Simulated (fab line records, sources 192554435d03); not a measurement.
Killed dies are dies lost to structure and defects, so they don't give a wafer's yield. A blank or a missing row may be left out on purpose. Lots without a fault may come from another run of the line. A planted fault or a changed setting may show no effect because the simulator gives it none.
fab line records | flow n5_finfet
record lots=6 wafers=18 last_day=17
route steps=1938 shown BEOL_M9@1433 PASSIVATION@1936
lots that met no fault: from a run of the same line without faults
start_h: hours from the record's first day to the start of the lot's first wafer shown | wait_h: hours since the lot's step before | " the same as in the row above | L1.1+2: a row that stands for several wafers | - no value, or no start given | * or withheld: withheld | < > ~ a bound
route shown NAME@n: a module of which the file shows steps, and the number in the route of the first | usual: mean/standard deviation of fault-free wafers | same: alike in all rows | chamber/n: place in a boat | sites: the reading at each site | _std_site: their standard deviation | _edge_site: outer sites' mean less inner sites' | radius_mm: how far each site lies from the wafer's centre | mask NAME#n: copy n | behind: the tool/chamber that last shaped the wafer | hold: why the lot was held/for how many hours/how that ended | device: the transistor (n, p or np) that didn't switch | end of line: the same wafers' tests at the end of the route | a step without rows: its recipe alone | killed: dies lost to structure and defects at the first sort, not the wafer's yield | map: a wafer's dies, x killed, . not, _ none there
set.NAME: the setting as run; set.NAME@STEP: as run at that earlier step | model.NAME: the simulator's own value behind a step, which no gauge read
lots at some steps of the route; a table a step, a row a wafer
services: from which hour (start_h, from the record's first day; less than 0 if before it) a tool's chamber was out of use, for how many hours, and why
## steps
# step N5_BEOL_M9_DEVELOP_27
# recipe develop_time_s=30 developer=TMAH resist=CAR-EUV rinse_liquid=surfactant_rinse dry=air_spin dev_temp_c=23
# step N5_BEOL_M9_CD_MEAS_28
# recipe target_cd_nm=70 landing_energy_ev=500 detector=se_inlens polarity=opening
# usual cd_nm=69.86/0.27
# columns lot.wafer tool chamber start_h wait_h cd_nm
L324.1 cd_sem-01 0 240.63 - 69.68
L324.3 " 0 " " 69.43
L324.4 " 0 " " 69.36
L327.4 cd_sem-03 0 242.87 - 70.11
L327.5 " 0 " " 70.06
L327.6 " 0 " " 69.87
L339.2 cd_sem-03 0 331.90 - 70.10
L339.4 " 0 " " 69.94
L339.5 " 0 " " 70.05
L340.2 cd_sem-03 0 334.79 - 69.86
L340.3 " 0 " " 69.93
L340.5 " 0 " " 69.70
L342.3 cd_sem-03 0 338.75 - 69.41
L342.4 " 0 " " 70.17
L342.6 " 0 " " 70.09
L344.3 cd_sem-02 0 343.22 - 69.44
L344.4 " 0 " " 69.59
L344.5 " 0 " " 69.86
# step N5_BEOL_M9_OVL_MEAS_29
# recipe points_per_wafer=522
# usual V8_OVL=0.2/0.69
# columns lot.wafer tool chamber start_h wait_h V8_OVL[nm]
L324.1 overlay-01 0 240.66 0.0 0.7
L324.3 " 0 " " 1.7
L324.4 " 0 " " 0.9
L327.4 overlay-02 0 242.92 0.0 -0.4
L327.5 " 0 " " 1.2
L327.6 " 0 " " 0.2
L339.2 overlay-01 0 331.94 0.0 0.2
L339.4 " 0 " " -0.7
L339.5 " 0 " " -0.4
L340.2 overlay-02 0 334.82 0.0 -0.1
L340.3 " 0 " " -0.5
L340.5 " 0 " " -0.3
L342.3 overlay-02 0 338.79 0.0 0.0
L342.4 " 0 " " 0.3
L342.6 " 0 " " 0.9
L344.3 overlay-01 0 343.26 0.0 0.7
L344.4 " 0 " " 0.3
L344.5 " 0 " " 0.0
# step N5_BEOL_M9_INSPECT_30
# recipe mode=adi inspect_instrument=brightfield
# usual raw_defect_count=421/93
# columns lot.wafer tool chamber start_h wait_h raw_defect_count
L324.1 defect_inspect-02 - 240.72 0.1 426
L324.3 " - " " 380
L324.4 " - " " 276
L327.4 defect_inspect-02 - 242.96 0.0 375
L327.5 " - " " 416
L327.6 " - " " 448
L339.2 defect_inspect-02 - 331.99 0.0 377
L339.4 " - " " 452
L339.5 " - " " 472
L340.2 defect_inspect-02 - 334.88 0.0 347
L340.3 " - " " 566
L340.5 " - " " 365
L342.3 defect_inspect-01 - 338.84 0.0 313
L342.4 " - " " 399
L342.6 " - " " 415
L344.3 defect_inspect-01 - 343.31 0.0 284
L344.4 " - " " 385
L344.5 " - " " 427
# step N5_BEOL_M9_DESCUM_33
# recipe chemistry=O2 time_s=7 source_power_w=50 bias_power_w=20 pressure_mtorr=20 rf_frequency_hz=2.712e+07 temp_c=40 resist=CAR-EUV o2_flow_sccm=225
# usual drypump_motor_current_A=5.7/0.42 oes_product_au=0.77/0.086 rf_vpp_V=242.7/1.3 showerhead_plenum_p_Torr=2.07/0.072 throttle_valve_pct=20.58/0.29
# columns lot.wafer tool chamber start_h wait_h drypump_motor_current_A oes_product_au rf_hours_counter_h rf_vpp_V showerhead_plenum_p_Torr throttle_valve_pct
L324.1 rie_diel-02 0 240.75 0.0 5.6 0.92 13 244.3 2.15 20.12
L324.3 " 2 " " 5.9 0.74 159 242.8 2.08 20.41
L324.4 " 3 " " 5.3 0.81 93 243.1 2.13 20.38
L327.4 rie_diel-03 2 243.05 0.1 5.8 0.94 18 242.3 2.05 20.61
L327.5 " 2 " " 5.9 0.95 - 240.8 2.05 20.64
L327.6 " 3 " " 5.2 0.74 - 240.3 1.99 20.55
L339.2 rie_diel-03 2 332.03 0.0 5.9 0.89 43 242.5 2.05 20.64
L339.4 " 3 " " 5.2 0.71 200 241.6 1.98 20.61
L339.5 " 1 " " 5.1 0.91 - 242.8 2.04 20.50
L340.2 rie_diel-03 2 334.95 0.1 5.8 0.89 44 241.5 2.04 20.65
L340.3 " 3 " " 5.2 0.72 201 241.3 1.98 20.63
L340.5 " 1 " " 5.1 0.92 - 242.2 2.04 20.52
L342.3 rie_diel-01 2 338.87 0.0 6.1 0.70 205 244.6 2.16 20.20
L342.4 " 3 " " 6.0 0.68 248 241.1 1.99 21.17
L342.6 " 2 " " 6.1 0.72 - 245.0 2.16 20.22
L344.3 rie_diel-02 3 343.34 0.0 5.4 0.76 126 243.0 2.12 20.44
L344.4 " 0 " " 5.6 0.85 46 243.4 2.14 20.19
L344.5 " 2 " " 5.9 0.73 - 242.4 2.07 20.45
# step N5_BEOL_M9_ETCH_76
# recipe chemistry=N2/H2 target=underlayer target_depth_a=65 mask_material=CAR-EUV time_s=5.2 ion_energy_ev=200 pressure_mtorr=30 source_w=840 bias_w=150 n2_flow_sccm=200 h2_flow_sccm=200 ends=cleared
# step N5_BEOL_M9_ETCH_65
# recipe chemistry=CF4 target=SiARC target_depth_a=156 mask_material=CAR-EUV time_s=26 ion_energy_ev=80 pressure_mtorr=40 source_w=545 bias_w=36 Ar_flow_sccm=100 cf4_flow_sccm=100 ends=cleared
# usual cf4_flow_sccm=99.95/0.3 drypump_motor_current_A=5.7/0.42 etch_rf_on_time_s=26.0/0.81 mfc_ar_sccm=100.0/0.34 oes_product_au=0.66/0.074 rf_vpp_V=183.8/1.2 showerhead_plenum_p_Torr=2.11/0.066 throttle_valve_pct=15.75/0.26
# columns lot.wafer tool chamber start_h wait_h cf4_flow_sccm drypump_motor_current_A etch_rf_on_time_s mfc_ar_sccm oes_product_au rf_hours_counter_h rf_vpp_V showerhead_plenum_p_Torr throttle_valve_pct
L324.1 rie_diel-02 0 240.80 0.0 99.83 5.6 26.2 100.2 0.78 13 186.0 2.20 15.22
L324.3 " 2 " " 99.35 5.9 27.5 100.0 0.62 159 185.5 2.14 15.73
L324.4 " 3 " " 100.07 5.3 25.7 100.3 0.69 93 184.4 2.17 15.55
L327.4 rie_diel-03 2 243.10 0.0 99.48 5.9 24.7 100.0 0.82 18 184.7 2.09 15.69
L327.5 " 2 " " 99.76 5.9 24.8 99.7 0.82 - 184.8 2.09 15.70
L327.6 " 3 " " 100.35 5.2 27.2 100.1 0.62 - 183.0 2.06 15.84
L339.2 rie_diel-03 2 332.08 0.0 100.06 5.9 25.0 100.0 0.78 43 184.3 2.09 15.76
L339.4 " 3 " " 100.30 5.2 27.3 99.7 0.60 200 183.3 2.05 15.91
L339.5 " 1 " " 99.61 5.1 25.3 100.2 0.78 - 183.7 2.11 15.69
L340.2 rie_diel-03 2 335.00 0.0 99.67 5.9 24.8 99.9 0.77 44 182.5 2.08 15.77
L340.3 " 3 " " 99.86 5.2 27.5 99.6 0.59 201 183.5 2.05 15.90
L340.5 " 1 " " 99.51 5.1 25.6 100.0 0.78 - 183.3 2.11 15.70
L342.3 rie_diel-01 2 338.93 0.0 99.75 6.1 26.5 100.4 0.60 205 184.9 2.20 15.53
L342.4 " 3 " " 100.53 6.1 25.1 99.8 0.60 248 181.1 2.02 16.18
L342.6 " 2 " " 100.34 6.1 26.7 100.4 0.60 - 186.0 2.20 15.51
L344.3 rie_diel-02 3 343.39 0.0 99.90 5.3 26.5 99.9 0.65 126 183.5 2.16 15.63
L344.4 " 0 " " 99.66 5.6 26.3 100.4 0.72 46 184.0 2.18 15.30
L344.5 " 2 " " 99.46 5.9 27.1 100.2 0.59 - 186.3 2.13 15.78
# step N5_BEOL_M9_ETCH_66
# recipe chemistry=N2/H2 target=SOC target_depth_a=800 overetch_a=160 mask_material=SiARC temp_c=40 time_s=120 ion_energy_ev=200 pressure_mtorr=30 source_w=840 bias_w=150 n2_flow_sccm=200 h2_flow_sccm=200
# usual drypump_motor_current_A=5.7/0.42 h2_flow_sccm=200.0/0.61 oes_product_au=0.59/0.061 rf_vpp_V=522.9/2.4 showerhead_plenum_p_Torr=2.51/0.084 throttle_valve_pct=17.94/0.29
# columns lot.wafer tool chamber start_h wait_h drypump_motor_current_A h2_flow_sccm oes_product_au rf_hours_counter_h rf_vpp_V showerhead_plenum_p_Torr throttle_valve_pct
L324.1 rie_diel-02 0 240.83 0.0 5.6 200.3 0.70 13 525.8 2.61 17.48
L324.3 " 2 " " 5.9 199.2 0.56 159 522.1 2.54 17.86
L324.4 " 3 " " 5.4 200.4 0.62 93 523.9 2.55 17.52
L327.4 rie_diel-03 2 243.13 0.0 5.9 198.8 0.71 18 521.2 2.48 17.96
L327.5 " 2 " " 5.9 200.4 0.72 - 522.8 2.48 17.97
L327.6 " 3 " " 5.2 199.8 0.57 - 520.6 2.42 17.94
L339.2 rie_diel-03 2 332.11 0.0 5.8 199.6 0.68 43 522.8 2.47 17.99
L339.4 " 3 " " 5.2 199.7 0.56 200 521.4 2.41 18.00
L339.5 " 1 " " 5.1 199.4 0.70 - 523.1 2.50 18.03
L340.2 rie_diel-03 2 335.03 0.0 5.9 199.8 0.67 44 522.1 2.46 18.00
L340.3 " 3 " " 5.2 200.5 0.56 201 520.6 2.41 18.01
L340.5 " 1 " " 5.1 200.6 0.69 - 523.3 2.50 18.02
L342.3 rie_diel-01 2 338.95 0.0 6.1 200.2 0.54 205 525.9 2.63 17.67
L342.4 " 3 " " 6.1 199.5 0.53 248 519.2 2.39 18.41
L342.6 " 2 " " 6.1 201.3 0.54 - 527.2 2.63 17.64
L344.3 rie_diel-02 3 343.42 0.0 5.4 199.3 0.59 126 524.1 2.53 17.59
L344.4 " 0 " " 5.6 200.0 0.66 46 525.3 2.60 17.55
L344.5 " 2 " " 5.8 200.0 0.55 - 522.4 2.52 17.91
# step N5_BEOL_M9_STRIP_69
# recipe chemistry=N2/H2 temp_c=40 n2_flow_sccm=200 h2_flow_sccm=200 rf_frequency_hz=6e+07
# step N5_BEOL_M9_STRIP_77
# recipe chemistry=N2/H2 temp_c=40 n2_flow_sccm=200 h2_flow_sccm=200 rf_frequency_hz=6e+07
# step N5_BEOL_M9_VIA_ETCH_34
# recipe chemistry=C4F6/O2 target=SiCOH_lowk target_depth_a=1824 mask_material=SOC taper_deg=4 time_s=68.4 ion_energy_ev=250 pressure_mtorr=30 source_w=345 bias_w=185 Ar_flow_sccm=300 C4F6_flow_sccm=10 O2_flow_sccm=10
# usual drypump_motor_current_A=5.7/0.42 mfc_ar_sccm=300.0/0.84 oes_product_au=0.77/0.086 rf_vpp_V=663/16 showerhead_plenum_p_Torr=2.80/0.086 throttle_valve_pct=20.99/0.27
# columns lot.wafer tool chamber start_h wait_h drypump_motor_current_A mfc_ar_sccm oes_product_au rf_hours_counter_h rf_vpp_V showerhead_plenum_p_Torr throttle_valve_pct
L324.1 rie_diel-02 0 240.93 0.0 5.6 299.6 0.92 13 671 2.93 20.68
L324.3 " 2 " " 5.9 301.0 0.72 159 662 2.85 21.02
L324.4 " 3 " " 5.3 299.3 0.82 93 673 2.87 20.76
L327.4 rie_diel-03 2 243.23 0.0 5.8 300.2 0.96 18 650 2.75 20.84
L327.5 " 2 " " 5.9 299.3 0.95 - 650 2.74 20.84
L327.6 " 3 " " 5.2 300.9 0.73 - 637 2.73 21.09
L339.2 rie_diel-03 2 332.21 0.0 5.9 299.4 0.90 43 648 2.73 20.86
L339.4 " 3 " " 5.2 299.5 0.70 200 638 2.71 21.14
L339.5 " 1 " " 5.1 299.9 0.92 - 655 2.79 21.06
L340.2 rie_diel-03 2 335.13 0.0 5.9 300.8 0.89 44 650 2.73 20.87
L340.3 " 3 " " 5.2 299.0 0.70 201 638 2.71 21.15
L340.5 " 1 " " 5.1 300.0 0.92 - 654 2.79 21.09
L342.3 rie_diel-01 2 339.05 0.0 6.1 300.3 0.70 205 667 2.91 20.61
L342.4 " 3 " " 6.1 300.4 0.69 248 647 2.69 21.47
L342.6 " 2 " " 6.1 300.3 0.70 - 666 2.91 20.60
L344.3 rie_diel-02 3 343.52 0.0 5.4 300.0 0.77 126 673 2.86 20.81
L344.4 " 0 " " 5.6 298.1 0.86 46 671 2.92 20.73
L344.5 " 2 " " 5.9 300.1 0.71 - 661 2.84 21.05
# step N5_BEOL_M9_STRIP_73
# recipe chemistry=C4F6/O2 resist=SiARC rf_frequency_hz=6e+07
# step N5_BEOL_M9_STRIP_36
# recipe chemistry=N2/H2 power_w=450 temp_c=40 pressure_mtorr=20 rf_frequency_hz=6e+07 overash_fraction=0.3 bias_power_w=7 h2_frac=0.5 n2_flow_sccm=200 h2_flow_sccm=200
# usual drypump_motor_current_A=5.7/0.42 h2_flow_sccm=200.0/0.65 oes_product_au=0.76/0.086 power_w=449.9/1.4 rf_vpp_V=59.0/1.3 showerhead_plenum_p_Torr=2.50/0.085 throttle_valve_pct=23.8/0.38
# columns lot.wafer tool chamber start_h wait_h drypump_motor_current_A h2_flow_sccm oes_product_au power_w rf_hours_counter_h rf_vpp_V showerhead_plenum_p_Torr throttle_valve_pct
L324.1 rie_diel-02 0 240.99 0.0 5.6 200.1 0.90 449.9 13 57.5 2.61 23.3
L324.3 " 2 " " 5.9 200.0 0.74 445.2 159 58.8 2.53 23.5
L324.4 " 3 " " 5.4 200.5 0.80 451.2 93 57.9 2.54 23.2
L327.4 rie_diel-03 2 243.29 0.0 5.8 199.1 0.94 451.1 18 58.5 2.47 23.9
L327.5 " 2 " " 5.9 199.2 0.93 449.5 - 58.4 2.47 23.9
L327.6 " 3 " " 5.2 199.7 0.75 450.3 - 56.5 2.42 23.7
L339.2 rie_diel-03 2 332.27 0.0 5.9 200.1 0.89 474.2 43 58.7 2.46 24.0
L339.4 " 3 " " 5.2 199.5 0.71 474.0 200 57.8 2.41 23.8
L339.5 " 1 " " 5.0 200.2 0.91 473.8 - 62.1 2.50 24.1
L340.2 rie_diel-03 2 335.19 0.0 5.9 200.3 0.89 471.7 44 58.2 2.46 24.0
L340.3 " 3 " " 5.2 200.4 0.71 471.5 201 57.7 2.40 23.8
L340.5 " 1 " " 5.1 199.6 0.90 473.9 - 59.0 2.50 24.1
L342.3 rie_diel-01 2 339.12 0.0 6.2 200.8 0.71 449.4 205 59.4 2.62 23.3
L342.4 " 3 " " 6.1 200.0 0.69 449.2 248 56.9 2.39 24.3
L342.6 " 2 " " 6.2 201.2 0.70 450.2 - 59.7 2.62 23.3
L344.3 rie_diel-02 3 343.58 0.0 5.3 200.6 0.77 451.7 126 61.2 2.53 23.2
L344.4 " 0 " " 5.6 200.0 0.85 452.9 46 59.4 2.59 23.4
L344.5 " 2 " " 5.9 200.3 0.73 450.2 - 59.9 2.52 23.5
# step N5_BEOL_M9_TRENCH_ETCH_37
# recipe chemistry=C4F6/O2 target_depth_a=1514.3 target=SiCOH_lowk time_s=49 ion_energy_ev=250 pressure_mtorr=30 source_w=345 bias_w=185 Ar_flow_sccm=300 C4F6_flow_sccm=10 O2_flow_sccm=10
# usual drypump_motor_current_A=5.7/0.42 mfc_ar_sccm=300.0/0.91 oes_product_au=0.77/0.086 rf_vpp_V=663/16 showerhead_plenum_p_Torr=2.80/0.086 throttle_valve_pct=21.01/0.27
# columns lot.wafer tool chamber start_h wait_h drypump_motor_current_A mfc_ar_sccm oes_product_au rf_hours_counter_h rf_vpp_V showerhead_plenum_p_Torr throttle_valve_pct
L324.1 rie_diel-02 0 - - 5.6 299.3 0.91 13 672 2.93 20.69
L324.3 " 2 " " 5.9 300.1 0.73 159 663 2.85 21.03
L324.4 " 3 " " 5.4 297.6 0.81 93 675 2.87 20.79
L327.4 rie_diel-03 2 - - 5.9 299.8 0.95 18 649 2.74 20.86
L327.5 " 2 " " 5.9 298.9 0.96 - 650 2.74 20.85
L327.6 " 3 " " 5.2 298.9 0.73 - 638 2.73 21.13
L339.2 rie_diel-03 2 - - 5.9 301.6 0.90 43 651 2.73 20.89
L339.4 " 3 " " 5.2 300.2 0.70 200 637 2.71 21.16
L339.5 " 1 " " 5.1 299.9 0.92 - 656 2.79 21.12
L340.2 rie_diel-03 2 - - 5.9 299.4 0.90 44 650 2.73 20.89
L340.3 " 3 " " 5.2 299.7 0.70 201 637 2.71 21.17
L340.5 " 1 " " 5.1 300.8 0.92 - 654 2.79 21.09
L342.3 rie_diel-01 2 - - 6.1 301.4 0.70 205 668 2.91 20.62
L342.4 " 3 " " 6.1 300.6 0.69 248 646 2.69 21.49
L342.6 " 2 " " 6.1 299.3 0.69 - 666 2.91 20.62
L344.3 rie_diel-02 3 - - 5.4 299.7 0.77 126 673 2.86 20.83
L344.4 " 0 " " 5.6 300.2 0.85 46 670 2.92 20.74
L344.5 " 2 " " 5.9 300.5 0.70 - 661 2.84 21.09
# step N5_PASSIVATION_PROBE_49
# usual defect_limited_yield=91.3/1.4 killed_at_M0_to_M3=33/9.9 killed_at_M4_up=15/5.6 killed_at_contacts=13/5.7 killed_at_front_end=38/12 killed_at_other=4/3.1 killed_dies=103/17 killed_open=66/13 killed_short=32/7.8 sort_bin_5_function=5.1/0.95 sort_bin_6_memory=3.2/0.68 sort_bin_8_speed=0.02/0.22 sort_n_pass=1077/17 sort_yield_pct=91.3/1.5
# same gross_dies=1180 killed_at_back_side=0 sort_bin_4_leakage[%]=0
# columns lot.wafer tool chamber start_h wait_h defect_limited_yield[%] killed_at_M0_to_M3 killed_at_M4_up killed_at_contacts killed_at_front_end killed_at_other killed_dies killed_open killed_short sort_bin_5_function[%] sort_bin_6_memory[%] sort_bin_8_speed[%] sort_n_pass sort_yield_pct[%]
L327.4 prober-01 - 298.80 0.2 92.0 29 16 14 29 6 94 56 33 4.4 3.3 0 1086 92.0
L327.5 prober-01 - 298.85 0.2 89.5 46 13 12 45 8 124 79 32 5.5 3.9 0.08 1055 89.4
L327.6 prober-01 - 298.90 0.3 92.2 29 8 25 28 2 92 66 26 5.2 2.5 0 1088 92.2
L342.3 prober-02 - 400.05 0.1 90.1 29 11 22 40 15 117 71 42 5.5 3.7 0 1063 90.1
L342.4 prober-02 - 400.10 0.2 91.3 27 15 21 37 3 103 71 27 4.7 3.7 0 1077 91.3
L342.6 prober-02 - 400.20 0.3 92.1 35 16 15 22 5 93 65 24 4.2 3.4 0 1087 92.1
L344.3 prober-02 - 406.25 0.1 93.1 25 11 15 23 7 81 60 16 3.8 2.7 0 1099 93.1
L344.4 prober-02 - 406.30 0.2 93.9 19 17 12 22 2 72 40 29 3.1 2.5 0 1108 93.9
L344.5 prober-02 - 406.35 0.2 92.8 22 13 13 36 1 85 48 33 4.7 2.3 0 1095 92.8
# killed by level:class
L327.4 MOL_CONTACT_COAG:geometric_particle:open=10 BEOL_M1:geometric_particle:open=8 GATE_CUT:geometric_particle:open=6 BEOL_M3:geometric_particle:open=6 DUMMY_GATE:geometric_particle:open=4 GATE_CUT:geometric_particle:short=4 MOL_CONTACT_COAG:geometric_particle:short=4 BEOL_M1:geometric_particle:short=4
L327.5 MOL_CONTACT_COAG:geometric_particle:open=11 FIN_SAQP:geometric_particle:open=9 HKMG_FIN:area_etch=9 BEOL_M1:geometric_particle:open=8 BEOL_M0_SAQP:geometric_particle:short=7 BEOL_M0:geometric_particle:open=7 BEOL_M5:geometric_particle:open=6 GATE_CUT:geometric_particle:short=5
L327.6 MOL_CONTACT_COAG:geometric_particle:open=21 BEOL_M1:geometric_particle:open=7 DUMMY_GATE:geometric_particle:open=6 BEOL_M2:geometric_particle:open=6 STARTING-WAFER:geometric_particle:short=5 FIN_SAQP:geometric_particle:short=4 MOL_CONTACT_COAG:geometric_particle:short=4 BEOL_M0_SAQP:geometric_particle:open=4
L342.3 MOL_CONTACT_COAG:geometric_particle:open=13 GATE_CUT:geometric_particle:short=8 BEOL_M0_SAQP:geometric_particle:short=8 MOL_CONTACT_COAG:geometric_particle:short=7 BEOL_M0_SAQP:geometric_particle:open=7 DUMMY_GATE:geometric_particle:open=6 FIN_SAQP:geometric_particle:short=5 STI_FIN_REVEAL:geometric_particle:open=5
L342.4 MOL_CONTACT_COAG:geometric_particle:open=18 FIN_SAQP:geometric_particle:open=10 STI_FIN_REVEAL:geometric_particle:open=10 BEOL_M0_SAQP:geometric_particle:short=8 BEOL_M0_SAQP:geometric_particle:open=8 BEOL_M4:geometric_particle:open=4 FIN_SAQP:geometric_particle:short=3 ILD0:geometric_particle:short=3
L342.6 BEOL_M3:geometric_particle:open=13 MOL_CONTACT_COAG:geometric_particle:open=13 BEOL_M0_SAQP:geometric_particle:open=6 GATE_CUT:geometric_particle:short=5 BEOL_M0_SAQP:geometric_particle:short=4 BEOL_M3:geometric_particle:short=4 BEOL_M4:geometric_particle:open=4 BEOL_M5:geometric_particle:open=4
L344.3 MOL_CONTACT_COAG:geometric_particle:open=13 STI_FIN_REVEAL:geometric_particle:open=9 BEOL_M2:geometric_particle:open=9 BEOL_M4:geometric_particle:open=8 BEOL_M1:geometric_particle:open=7 MIM_TOP:geometric_particle:short=4 BEOL_M0_SAQP:geometric_particle:open=3 BEOL_M6:geometric_particle:open=3
L344.4 BEOL_M2:geometric_particle:open=7 MOL_CONTACT_COAG:geometric_particle:open=7 GATE_CUT:geometric_particle:short=6 FIN_SAQP:geometric_particle:short=5 MOL_CONTACT_COAG:geometric_particle:short=5 BEOL_M0_SAQP:geometric_particle:short=4 BEOL_M5:geometric_particle:open=4 STI_FIN_REVEAL:geometric_particle:open=3
L344.5 MOL_CONTACT_COAG:geometric_particle:open=10 FIN_SAQP:geometric_particle:open=7 STI_FIN_REVEAL:geometric_particle:open=6 BEOL_M2:geometric_particle:open=6 STARTING-WAFER:geometric_particle:short=5 FIN_SAQP:geometric_particle:short=4 BEOL_M0_SAQP:geometric_particle:short=4 BEOL_M0_SAQP:geometric_particle:open=4
## services
# columns tool chamber start_h hours kind
rie_diel-03 1 245.77 - clean
rie_diel-03 1 245.77 - consumable_replace:focus_ring
rie_diel-03 1 245.77 18.5 scheduled_down
rie_diel-03 1 245.77 18.5 vent_cycle
rie_diel-02 1 285.26 2.9 repair
rie_diel-02 2 311.15 15.1 repair
rie_diel-03 2 315.58 9.5 repair
## key
first_sign step=N5_BEOL_M9_STRIP_36 reading=power_w direction=up sigmas=16 usual=* struck=*
effect none on later readings
met_at N5_BEOL_M9_STRIP_36
struck_wafers L339.2,L339.4,L339.5,L340.2,L340.3,L340.5
onset_between 243.29 332.27
fault kind=process_parameter_drift tool=rie_diel-03 chamber=- onset_h=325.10 steps=N5_BEOL_M9_STRIP_36 channel=power_w offset=* shape=step end_h=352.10 acts_in=* stated=*
